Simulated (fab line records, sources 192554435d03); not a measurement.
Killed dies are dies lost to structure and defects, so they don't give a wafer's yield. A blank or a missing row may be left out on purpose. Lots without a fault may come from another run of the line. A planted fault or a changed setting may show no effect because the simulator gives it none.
Chamber matching | flow n5_finfet | N5_BEOL_M5_CURE_80 on uv_cure-03: 3 sister chambers
The step cures SiCOH lowk, time 120 s. 24 wafers are shown with their chamber, then 12 later ones without.

WAFERS WITH THEIR CHAMBER
wafer  | chamber | wafer_temp_C_max | lamp_power_pct (%)
L077.1 | 2       | 372.0            | 52.28
L077.5 | 2       | 372.3            | 52.35
L077.6 | 2       | 372.4            | 52.46
L079.3 | 1       | 371.2            | 52.28
L079.4 | 1       | 371.7            | 52.24
L079.6 | 1       | 371.7            | 52.33
L080.3 | 1       | 371.4            | 52.26
L080.4 | 1       | 371.6            | 52.32
L080.5 | 1       | 371.2            | 52.31
L081.2 | 1       | 371.8            | 52.29
L081.4 | 1       | 372.0            | 52.27
L081.5 | 1       | 371.3            | 52.37
L082.1 | 1       | 371.0            | 52.26
L082.2 | 1       | 372.2            | 52.32
L082.5 | 1       | 371.0            | 52.40
L085.3 | 0       | 372.0            | 52.25
L085.4 | 0       | 372.1            | 52.34
L085.5 | 0       | 372.0            | 52.29
L086.3 | 2       | 371.8            | 52.26
L086.4 | 2       | 372.5            | 52.32
L086.6 | 2       | 372.3            | 52.36
L088.1 | 1       | 371.5            | 52.27
L088.4 | 1       | 370.9            | 52.35
L088.6 | 1       | 371.2            | 52.32

SIGNATURES (means of the wafers above)
reading          | chamber 0 | chamber 1 | chamber 2 | scatter within a chamber
wafer_temp_C_max | 372.033   | 371.447   | 372.217   | 0.339
lamp_power_pct   | 52.2933   | 52.3060   | 52.3383   | 0.0523
Rule: a wafer's distance from a chamber is the root of the sum, over the readings, of the square of ((its reading less the chamber's mean) divided by the reading's scatter). The wafer belongs to the nearest chamber; if the next one is less than 2 further off, it can't be placed. The scatter: the root of (the sum of the squares of (reading less its chamber's mean) over the shown wafers, divided by (wafers less chambers)).

WAFERS WITHOUT THEIR CHAMBER
wafer  | wafer_temp_C_max | lamp_power_pct (%)
L090.3 | 371.4            | 52.38
L090.4 | 372.6            | 52.34
L090.6 | 372.6            | 52.26
L091.2 | 371.5            | 52.43
L091.4 | 371.4            | 52.37
L091.6 | 371.8            | 52.27
L095.2 | 372.3            | 52.29
L095.3 | 371.4            | 52.33
L095.4 | 371.3            | 52.35
L097.1 | 371.8            | 52.28
L097.2 | 371.2            | 52.30
L097.3 | 371.5            | 52.35

WHICH CHAMBER EACH WENT THROUGH
wafer  | from the rows above          | in truth
L090.3 | can't be placed: 1 or 0 or 2 | 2
L090.4 | can't be placed: 2 or 0      | 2
L090.6 | can't be placed: 0 or 2 or 1 | 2
L091.2 | can't be placed: 1 or 2 or 0 | 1
L091.4 | can't be placed: 1 or 0 or 2 | 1
L091.6 | can't be placed: 0 or 1 or 2 | 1
L095.2 | can't be placed: 0 or 2 or 1 | 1
L095.3 | can't be placed: 1 or 0 or 2 | 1
L095.4 | can't be placed: 1 or 0 or 2 | 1
L097.1 | can't be placed: 0 or 1 or 2 | 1
L097.2 | can't be placed: 1 or 0      | 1
L097.3 | can't be placed: 1 or 0 or 2 | 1
Placed correctly: 0 of 12. Can't be placed from these rows: 12 (the true chamber is among the candidates in 12). Placed wrongly: 0.
